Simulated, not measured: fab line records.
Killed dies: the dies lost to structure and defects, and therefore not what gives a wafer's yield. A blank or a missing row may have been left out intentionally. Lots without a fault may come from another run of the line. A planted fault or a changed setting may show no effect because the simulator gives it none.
Chamber matching -- flow nand_harc -- NHARC_A_BLC_STRIP_29 on rie_diel-07: 4 sister chambers
The step strips in CF4. 4 wafers are shown with their chamber, then 12 later ones without.

## WAFERS, EACH WITH ITS CHAMBER
wafer,chamber,drypump_motor_current_A (A)
L087.3,0,5.7
L090.2,2,5.4
L090.3,1,6.5
L090.5,3,5.3

## WAFERS MISSING THEIR CHAMBER
wafer,drypump_motor_current_A (A)
L088.3,6.5
L088.4,5.7
L088.6,5.4
L092.4,6.4
L092.5,5.3
L092.6,5.7
L095.2,5.7
L095.5,5.4
L095.6,5.3
L094.1,5.7
L094.2,5.4
L094.4,6.5

## WHICH CHAMBER EACH WENT THROUGH
wafer,from the rows above,in truth
L088.3,1,1
L088.4,0,0
L088.6,2,2
L092.4,1,1
L092.5,3,3
L092.6,0,0
L095.2,0,0
L095.5,2,2
L095.6,3,3
L094.1,0,0
L094.2,2,2
L094.4,1,1
Placed correctly: 12 of 12. Number that these rows cannot place: 0. Placed wrongly: 0.
How it was worked out, from the rows above alone: a wafer's distance from a chamber is the root of the sum, over the readings, of the square of ((its reading less the chamber's mean) divided by the reading's scatter). The wafer belongs to the nearest chamber; if the next one is less than 2 further off, it can't be placed. A chamber's mean is the mean of its shown wafers. The scatter: with one shown wafer a chamber, the root of the mean of the squares of how far each hidden wafer lies from its nearest shown one.
